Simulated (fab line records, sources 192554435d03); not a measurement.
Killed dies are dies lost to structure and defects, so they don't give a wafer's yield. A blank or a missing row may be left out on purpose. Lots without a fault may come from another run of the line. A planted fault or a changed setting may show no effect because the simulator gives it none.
Chamber matching | flow n5_finfet | N5_BEOL_M6_CURE_74 on uv_cure-01: 3 sister chambers
The step cures SiCOH lowk, time 240 s. 6 wafers are shown with their chamber, then 12 later ones without.

WAFERS WITH THEIR CHAMBER
wafer  | chamber | wafer_temp_C_max | lamp_power_pct (%)
L079.4 | 1       | 387.2            | 52.27
L079.6 | 1       | 387.4            | 52.25
L084.3 | 2       | 386.9            | 52.29
L084.6 | 2       | 386.2            | 52.30
L086.4 | 0       | 386.1            | 52.51
L086.5 | 0       | 385.6            | 52.31

WAFERS WITHOUT THEIR CHAMBER
wafer  | wafer_temp_C_max | lamp_power_pct (%)
L087.2 | 386.5            | 52.22
L087.5 | 386.3            | 52.24
L087.6 | 386.5            | 52.31
L088.3 | 386.1            | 52.29
L088.4 | 386.3            | 52.25
L088.6 | 386.0            | 52.33
L091.1 | 388.7            | 52.37
L091.3 | 388.0            | 52.23
L091.6 | 388.2            | 52.25
L095.1 | 388.3            | 52.35
L095.3 | 387.0            | 52.31
L095.5 | 388.0            | 52.31

WHICH CHAMBER EACH WENT THROUGH
wafer  | from the rows above          | in truth
L087.2 | can't be placed: 2 or 1      | 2
L087.5 | can't be placed: 2 or 0 or 1 | 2
L087.6 | can't be placed: 2 or 0      | 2
L088.3 | can't be placed: 2 or 0      | 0
L088.4 | can't be placed: 2 or 0 or 1 | 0
L088.6 | can't be placed: 0 or 2      | 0
L091.1 | can't be placed: 1 or 2      | 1
L091.3 | 1                            | 1
L091.6 | 1                            | 1
L095.1 | can't be placed: 1 or 2      | 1
L095.3 | can't be placed: 1 or 2      | 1
L095.5 | can't be placed: 1 or 2      | 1
Placed correctly: 2 of 12. Can't be placed from these rows: 10 (the true chamber is among the candidates in 10). Placed wrongly: 0.
How it was worked out, from the rows above alone: a wafer's distance from a chamber is the root of the sum, over the readings, of the square of ((its reading less the chamber's mean) divided by the reading's scatter). The wafer belongs to the nearest chamber; if the next one is less than 2 further off, it can't be placed. A chamber's mean is the mean of its shown wafers. The scatter: the root of (the sum of the squares of (reading less its chamber's mean) over the shown wafers, divided by (wafers less chambers)).
